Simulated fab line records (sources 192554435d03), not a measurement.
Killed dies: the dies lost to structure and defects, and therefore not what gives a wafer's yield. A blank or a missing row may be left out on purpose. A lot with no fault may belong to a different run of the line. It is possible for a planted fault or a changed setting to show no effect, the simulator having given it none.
Comparing a struck lot with a sound one | flow n5-finfet | 36 steps out of a route of 1938
Sound: these wafers, L906.3, L906.4, L906.5. Wafers L888.2, L888.5, L888.6 were the ones struck. The cause is named last.
Each step with rows lists, per side, the tool, then ch with its chambers, then its first start. Under that, the readings that differ: sound wafers | struck wafers | difference of the means | sigmas: that difference in standard deviations of wafers without a fault.
alike: a reading whose means differ by less than 2 such deviations, as well as words and numbers matching on both sides. not compared: withheld readings; readings where some wafer has no value; bounds like >300 that might hide an equal value; numbers whose values overlap and for which the record gives no deviation.
A row with sigmas, a row that says differs or no value, or rows on one side alone: a step with any of these is where the two part. Numbers that have no deviation but don't overlap get no sigmas and don't part them. A reading that every wafer of one side lacks parts them only if that side has two wafers or more.

first, 9 steps without rows for these wafers: N5_BEOL_M4_ANNEAL_95 (time 240 s); N5_BEOL_M4_SPUTTER_96 (material Cu, target thk 4.5 nm, time 8.29 s); N5_BEOL_M4_ECD_50 (material Cu, target thk 300 nm); N5_BEOL_M4_ANNEAL_51 (time 90 s); N5_BEOL_M4_CMP_52 (polishes, stops on SiOC, t overpolish 6.8 s, target thk 40 nm); N5_BEOL_M4_PRE_CLEAN_60 (time 15 s); N5_BEOL_M4_CO_CAP_55 (material Co, precursor CCTBA/H2, target thk 2 nm, time 102.1 s); N5_BEOL_M4_PRE_CLEAN_56 (time 15 s); N5_BEOL_M4_DEP_57 (deposits SiCN from 3MS/NH3, target thk 8 nm, time 14 s).
N5_BEOL_M4_RC_MEAS_101:
  sound on prober-01 ch 0, day 12 17:37; struck on prober-02 ch 0, day 8 08:52
  alike: DIBL_N, DIBL_P, IOFF_N, IOFF_P, ION_N, ION_P, SS_N, SS_P, VT_N, VT_P
then, 24 steps without rows for these wafers: N5_BEOL_M5_ILD_DEP_00 (deposits SiCOH lowk from DEMS/porogen, target thk 140.64 nm, time 25.9 s); N5_BEOL_M5_CURE_79 (cures SiCOH lowk, time 240 s); N5_BEOL_M5_PECVD_70 (deposits SiO2 from TEOS/O2, target thk 16 nm, time 18 s); N5_BEOL_M5_HM_DEP_02 (deposits TiN, target thk 20 nm); N5_BEOL_M5_COAT_59 (time 60 s, resist thk 60 nm); N5_BEOL_M5_COAT_60 (time 60 s, resist thk 12 nm); N5_BEOL_M5_COAT_71 (time 60 s, resist thk 5 nm); N5_BEOL_M5_COAT_05 (resist thk 30 nm); N5_BEOL_M5_EBR_07; N5_BEOL_M5_SOFTBAKE_06 (time 60 s); N5_BEOL_M5_EXPOSE_08 (exposes mask M5, target cd 28 nm); N5_BEOL_M5_PEB_09 (peb time 60 s); N5_BEOL_M5_DEVELOP_10 (develop time 30 s); N5_BEOL_M5_DESCUM_16 (chemistry O2, time 7 s); N5_BEOL_M5_ETCH_72 (etches underlayer in N2/H2, target depth 6.5 nm, time 5.2 s); N5_BEOL_M5_ETCH_61 (etches SiARC in CF4, target depth 15.6 nm, time 26 s); N5_BEOL_M5_ETCH_62 (etches SOC in N2/H2, target depth 75 nm, overetch 15 nm, time 112.5 s); N5_BEOL_M5_STRIP_63 (strips in N2/H2); N5_BEOL_M5_STRIP_73 (strips in N2/H2); N5_BEOL_M5_STRIP_64 (strips in CF4); N5_BEOL_M5_HM_OPEN_17 (chemistry Cl2/BCl3, target TiN, target depth 20 nm, overetch 6 nm); N5_BEOL_M5_STRIP_19 (strips in O2); N5_BEOL_M5_COAT_65 (time 60 s, resist thk 60 nm); N5_BEOL_M5_COAT_66 (time 60 s, resist thk 12 nm).
N5_BEOL_M6_PECVD_70: deposits SiO2 from TEOS/O2, target thk 20 nm, time 22.7 s.
  sound on pecvd-04 ch 0,1, day 13 05:00; struck on pecvd-03 ch 0,2, day 8 22:01
  no value came back on the struck wafers for any of 5 readings (chamber-pressure-Torr (Torr), heater-power-outer-w (W) and others); on the sound wafers chamber-pressure-Torr (Torr) reads 5.489 5.500 5.496
-- the record jumps here: 4 days lie between the struck wafers' starts before and after (it left off in module BEOL_M6 and takes up again in module PASSIVATION, whose first step shown is number 1936 of the route) --
N5_PASSIVATION_PROBE_49:
  sound: prober-02 at day 16 20:41; struck: prober-02 at day 12 14:26
  reading                  | sound          | struck         | difference | sigmas
  defect-limited-yield (%) | 92.0 90.3 91.7 | 64.5 64.3 63.4 | -27.3      | -17
  killed_at_M4_up          | 7 20 11        | 338 325 352    | +326       | +58
  killed-dies              | 94 114 98      | 419 421 432    | +322       | +17
  sort_bin_5_function (%)  | 4.6 5.8 4.6    | 32.2 31.0 33.1 | +27.1      | +27
  sort-n-pass              | 1086 1066 1082 | 761 759 748    | -322       | -17
  sort-yield-pct (%)       | 92.0 90.3 91.7 | 64.5 64.3 63.4 | -27.3      | -17
  alike: killed_at_M0_to_M3, killed-at-contacts, killed-at-front-end, killed-at-other, killed-open, killed-short, sort_bin_6_memory

== WHERE THEY PART ==
Last at N5_PASSIVATION_PROBE_49 as far as this record goes, first at N5_BEOL_M6_PECVD_70.

WHY: the cause the simulator had injected
Entire step skipped (pecvd-03, N5_BEOL_M6_PECVD_70), from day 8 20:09 onward. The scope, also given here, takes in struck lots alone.
